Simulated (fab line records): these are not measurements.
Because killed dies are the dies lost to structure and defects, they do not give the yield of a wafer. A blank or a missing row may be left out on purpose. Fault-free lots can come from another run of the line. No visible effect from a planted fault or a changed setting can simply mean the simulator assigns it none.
Matching of chambers ; flow n5Finfet ; N5_BEOL_M1_ETCH_70 on rieDiel-03 has 4 sister chambers
The step etches SOC in N2/H2, target depth 80 nm, overetch 16 nm, time 120 s. 14 wafers are shown with their chamber, then 7 later ones without.

## WAFERS PAIRED WITH THEIR CHAMBERS
wafer;chamber;showerheadPlenumPTorr (Torr);throttleValvePct (%);oesProductAu (a.u.)
L077.2;3;2.72;17.55;0.74
L077.5;2;2.40;18.00;0.55
L077.6;1;2.62;18.02;0.56
L078.1;2;2.40;18.02;0.55
L078.4;0;2.49;17.51;0.66
L078.6;2;2.40;18.02;0.55
L081.2;1;2.62;18.04;0.55
L081.5;1;2.62;18.04;0.55
L081.6;0;2.49;17.52;0.65
L082.2;2;2.40;18.03;0.54
L082.3;1;2.62;18.07;0.55
L082.5;1;2.62;18.05;0.55
L086.2;2;2.40;18.02;0.55
L086.3;0;2.48;17.52;0.65

SIGNATURES (means of the wafers above)
reading;chamber 0;chamber 1;chamber 2;chamber 3;scatter within a chamber
showerheadPlenumPTorr;2.4867;2.6200;2.4000;2.7200;0.00258
throttleValvePct;17.5167;18.0440;18.0180;17.5500;0.0137
oesProductAu;0.6533;0.5520;0.5480;0.7400;0.00476
Rule: a wafer's distance from a chamber is the root of the sum, over the readings, of the square of ((its reading less the chamber's mean) divided by the reading's scatter). The wafer belongs to the nearest chamber; if the next one is less than 2 further off, it can't be placed. The scatter is the square root of a quotient: the sum, over the shown wafers, of each reading's squared deviation from its chamber's mean, divided by wafers minus chambers.

## WAFERS MISSING THEIR CHAMBER
wafer;showerheadPlenumPTorr (Torr);throttleValvePct (%);oesProductAu (a.u.)
L086.4;2.62;18.06;0.54
L090.2;2.61;18.09;0.54
L090.3;2.71;17.65;0.75
L090.6;2.61;18.10;0.54
L092.1;2.47;17.56;0.63
L092.2;2.71;17.66;0.74
L092.6;2.61;18.08;0.54

## EACH ONE'S CHAMBER
wafer;from the rows above;in truth
L086.4;1;1
L090.2;1;1
L090.3;3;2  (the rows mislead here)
L090.6;1;1
L092.1;0;0
L092.2;3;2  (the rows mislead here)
L092.6;1;1
Correct placement for 5 of the 7. From these rows, 0 cannot be placed. Wrongly placed: 2.
